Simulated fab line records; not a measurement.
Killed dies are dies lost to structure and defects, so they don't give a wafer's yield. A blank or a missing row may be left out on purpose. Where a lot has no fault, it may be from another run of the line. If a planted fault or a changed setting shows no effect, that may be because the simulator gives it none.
Which of the tools did it?	flow n5Finfet	15 lots, 45 wafers sampled, at 3 steps of a route of 1938

WHAT THE GAUGES READ, wafer by wafer
N5_BEOL_M6_OVL_MEAS_29. Usual: for V5_OVL the level is 0.2 nm and the standard deviation is 0.73.
lot	measured	on	V5_OVL (nm)	flag
L363	day 8 16:46	overlay-01	1.2 0.6 0.6	
L364	day 9 07:49	overlay-02	-0.8 0.4 -0.7	
L365	day 9 07:44	overlay-01	0.1 -1.0 -1.0	
L366	day 9 12:29	overlay-02	-0.3 -1.4 -0.3	
L368	day 10 10:52	overlay-02	0.5 1.5 0.1	
L369	day 10 11:37	overlay-02	0.7 0.3 -0.2	
L370	day 10 15:19	overlay-01	0.4 -0.1 -0.3	
L371	day 10 18:12	overlay-02	1.4 0.9 -0.2	
L377	day 12 05:51	overlay-01	- - -	OFF
L375	day 12 06:05	overlay-02	- - -	OFF
L376	day 12 11:04	overlay-02	- - -	OFF
L380	day 13 11:34	overlay-01	-0.9 -0.1 0.9	
L382	day 13 12:06	overlay-01	-0.5 -0.1 -0.5	
L383	day 14 10:31	overlay-02	1.7 2.0 2.3	
L384	day 14 17:52	overlay-02	0.7 0.0 0.7	

WHICH TOOL RAN EACH LOT (tool, then ch and the chambers of the sampled wafers, then the start)
lot	N5_BEOL_M6_ETCH_61	N5_BEOL_M6_PEB_26
L363	rieDiel-04 ch 2,3, day 8 15:09	lithoTrack-01 ch 0, day 8 16:40
L364	rieDiel-05 ch 2,3, day 9 05:46	lithoTrack-03 ch 0, day 9 07:43
L365	rieDiel-03 ch 0,2, day 9 05:54	lithoTrack-01 ch 0, day 9 07:38
L366	rieDiel-05 ch 0,2, day 9 10:50	lithoTrack-02 ch 0, day 9 12:23
L368	rieDiel-03 ch 1,2,3, day 10 08:48	lithoTrack-01 ch 0, day 10 10:46
L369	rieDiel-04 ch 0,1,3, day 10 10:26	lithoTrack-03 ch 0, day 10 11:30
L370	rieDiel-04 ch 0,1, day 10 13:28	lithoTrack-01 ch 0, day 10 15:13
L371	rieDiel-04 ch 0,1,2, day 10 16:45	lithoTrack-01 ch 0, day 10 18:06
L377	rieDiel-05 ch 0,2,3, day 12 03:10	lithoTrack-01, day 12 05:45
L375	rieDiel-03 ch 0,3, day 12 03:42	lithoTrack-01, day 12 05:59
L376	rieDiel-05 ch 1,2, day 12 09:17	lithoTrack-02, day 12 10:58
L380	rieDiel-05 ch 1,2, day 13 10:37	lithoTrack-01 ch 0, day 13 11:28
L382	rieDiel-03 ch 0,2,3, day 13 11:06	lithoTrack-01 ch 0, day 13 12:00
L383	rieDiel-05 ch 0,1,3, day 14 09:36	lithoTrack-01 ch 0, day 14 10:25
L384	rieDiel-03 ch 0,1,3, day 14 14:11	lithoTrack-02 ch 0, day 14 17:46
- N5_BEOL_M6_ETCH_61: etches SiARC in CF4, target depth 45.5 nm, time 75.8 s.
- N5_BEOL_M6_PEB_26: peb time 60 s.

AS READ BY THE TOOLS THEMSELVES (means over the sampled wafers that have a number; for cases with no such wafer, the mark the record gives instead)
N5_BEOL_M6_ETCH_61. Usual: drypumpMotorCurrentA 6.1 A, standard deviation 0.36; etchRfOnTimeS 75.7 s, standard deviation 1; oesProductAu 0.70 a.u., standard deviation 0.07; rfVppV 183.8 V, standard deviation 0.99; showerheadPlenumPTorr 2.13 Torr, standard deviation 0.053; throttleValvePct 15.62 %, standard deviation 0.25.
lot	tool	drypumpMotorCurrentA (A)	etchRfOnTimeS (s)	oesProductAu (a.u.)	rfVppV (V)	showerheadPlenumPTorr (Torr)	throttleValvePct (%)	flag
L363	rieDiel-04	5.7	75.5	0.75	182.9	2.08	15.49	
L364	rieDiel-05	6.2	76.5	0.62	183.8	2.17	15.83	
L365	rieDiel-03	5.6	76.6	0.63	184.9	2.19	16.06	
L366	rieDiel-05	6.2	76.0	0.69	183.1	2.08	15.32	
L368	rieDiel-03	6.1	76.1	0.67	184.7	2.15	15.81	
L369	rieDiel-04	5.9	75.1	0.74	184.8	2.20	15.49	
L370	rieDiel-04	5.8	74.5	0.67	183.8	2.14	15.53	
L371	rieDiel-04	5.6	75.2	0.73	183.4	2.14	15.39	
L377	rieDiel-05	6.2	76.7	0.64	183.4	2.12	15.61	
L375	rieDiel-03	6.1	75.7	0.67	184.3	2.15	15.65	
L376	rieDiel-05	6.3	75.3	0.69	183.6	2.08	15.48	
L380	rieDiel-05	6.3	76.4	0.68	183.2	2.08	15.50	
L382	rieDiel-03	5.9	75.6	0.71	183.5	2.16	15.74	
L383	rieDiel-05	6.2	75.3	0.74	184.1	2.11	15.52	
L384	rieDiel-03	6.2	75.1	0.68	183.2	2.12	15.76	

N5_BEOL_M6_PEB_26. Usual: chillPlateTempC 23.00 C, standard deviation 0.1; exhaustPa 45.0 Pa, standard deviation 0.83.
lot	tool	chillPlateTempC (C)	exhaustPa (Pa)	flag
L363	lithoTrack-01	22.91	44.7	
L364	lithoTrack-03	23.01	45.7	
L365	lithoTrack-01	23.12	44.1	
L366	lithoTrack-02	22.94	45.2	
L368	lithoTrack-01	22.93	45.1	
L369	lithoTrack-03	22.85	45.8	
L370	lithoTrack-01	22.96	45.3	
L371	lithoTrack-01	23.09	44.5	
L377	lithoTrack-01	-	-	OFF
L375	lithoTrack-01	-	-	OFF
L376	lithoTrack-02	-	-	OFF
L380	lithoTrack-01	22.98	45.1	
L382	lithoTrack-01	23.04	44.8	
L383	lithoTrack-01	23.16	44.0	
L384	lithoTrack-02	22.90	45.8	

THE ANSWER, worked out from the rows above alone
Rule: a lot counts as off when the mean over its wafers that have a number is more than 3 standard deviations away from the usual mean. A lot without any number at a reading at which 4 lots or more have one is off too. Where the step has rows for the other lots, those lots are counted as sound. Order of review: gauges by route order, followed by the tools' own readings, for which a lot's mean as printed above is used. At the first step where some lot is off, the reading lying furthest off is the one used; lots without a number count as furthest.
Off: L377, L375, L376, seen at N5_BEOL_M6_OVL_MEAS_29 (V5_OVL). Without a number there: L377, L375, L376.
A tool fits if, at a process step before that reading, it ran every lot that is off, and no sound lot after the first of them. The gauges at N5_BEOL_M6_OVL_MEAS_29 aren't tried: what is off there is off at N5_BEOL_M6_PEB_26 too, on other tools, and a gauge's error can't cause that. Of those tried, none fits.

WHAT THE SIMULATOR HAD INSERTED
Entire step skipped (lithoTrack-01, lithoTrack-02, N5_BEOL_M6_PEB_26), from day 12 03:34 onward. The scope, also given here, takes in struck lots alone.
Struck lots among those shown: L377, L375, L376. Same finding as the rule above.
